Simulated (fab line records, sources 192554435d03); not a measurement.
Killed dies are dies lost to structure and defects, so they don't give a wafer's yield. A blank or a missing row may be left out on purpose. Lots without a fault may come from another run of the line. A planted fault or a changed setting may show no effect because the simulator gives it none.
Chamber matching | flow n5_finfet | N5_BEOL_M1_ETCH_69 on rie_diel-05: 4 sister chambers
The step etches SiARC in CF4, target depth 15.6 nm, time 26 s. 14 wafers are shown with their chamber, then 7 later ones without.

WAFERS WITH THEIR CHAMBER
wafer  | chamber | drypump_motor_current_A (A) | showerhead_plenum_p_Torr (Torr) | throttle_valve_pct (%)
L074.1 | 2       | 5.3                         | 2.22                            | 15.72
L074.3 | 0       | 6.7                         | 2.05                            | 16.01
L074.5 | 3       | 4.9                         | 2.27                            | 15.47
L075.2 | 0       | 6.7                         | 2.05                            | 16.00
L075.4 | 1       | 6.7                         | 2.07                            | 15.72
L075.5 | 2       | 5.3                         | 2.21                            | 15.71
L078.1 | 1       | 6.7                         | 2.07                            | 15.74
L078.3 | 0       | 6.7                         | 2.05                            | 16.03
L078.5 | 0       | 6.7                         | 2.05                            | 16.01
L080.2 | 1       | 6.7                         | 2.06                            | 15.74
L080.3 | 0       | 6.7                         | 2.05                            | 16.02
L080.4 | 3       | 5.0                         | 2.27                            | 15.50
L095.2 | 1       | 6.7                         | 2.05                            | 15.82
L095.5 | 3       | 5.0                         | 2.26                            | 15.58

SIGNATURES (means of the wafers above)
reading                  | chamber 0 | chamber 1 | chamber 2 | chamber 3 | scatter within a chamber
drypump_motor_current_A  | 6.700     | 6.700     | 5.300     | 4.967     | 0.0258
showerhead_plenum_p_Torr | 2.0500    | 2.0625    | 2.2150    | 2.2667    | 0.00626
throttle_valve_pct       | 16.0140   | 15.7550   | 15.7150   | 15.5167   | 0.036
Rule: a wafer's distance from a chamber is the root of the sum, over the readings, of the square of ((its reading less the chamber's mean) divided by the reading's scatter). The wafer belongs to the nearest chamber; if the next one is less than 2 further off, it can't be placed. The scatter: the root of (the sum of the squares of (reading less its chamber's mean) over the shown wafers, divided by (wafers less chambers)).

WAFERS WITHOUT THEIR CHAMBER
wafer  | drypump_motor_current_A (A) | showerhead_plenum_p_Torr (Torr) | throttle_valve_pct (%)
L095.6 | 5.3                         | 2.20                            | 15.78
L094.3 | 4.9                         | 2.26                            | 15.57
L094.4 | 6.7                         | 2.03                            | 16.09
L094.5 | 5.3                         | 2.20                            | 15.77
L096.1 | 6.7                         | 2.05                            | 15.82
L096.4 | 6.7                         | 2.03                            | 16.11
L096.5 | 6.7                         | 2.05                            | 15.84

WHICH CHAMBER EACH WENT THROUGH
wafer  | from the rows above     | in truth
L095.6 | 2                       | 2
L094.3 | 3                       | 3
L094.4 | 0                       | 0
L094.5 | 2                       | 2
L096.1 | 1                       | 1
L096.4 | 0                       | 0
L096.5 | can't be placed: 1 or 0 | 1
Placed correctly: 6 of 7. Can't be placed from these rows: 1 (the true chamber is among the candidates in 1). Placed wrongly: 0.
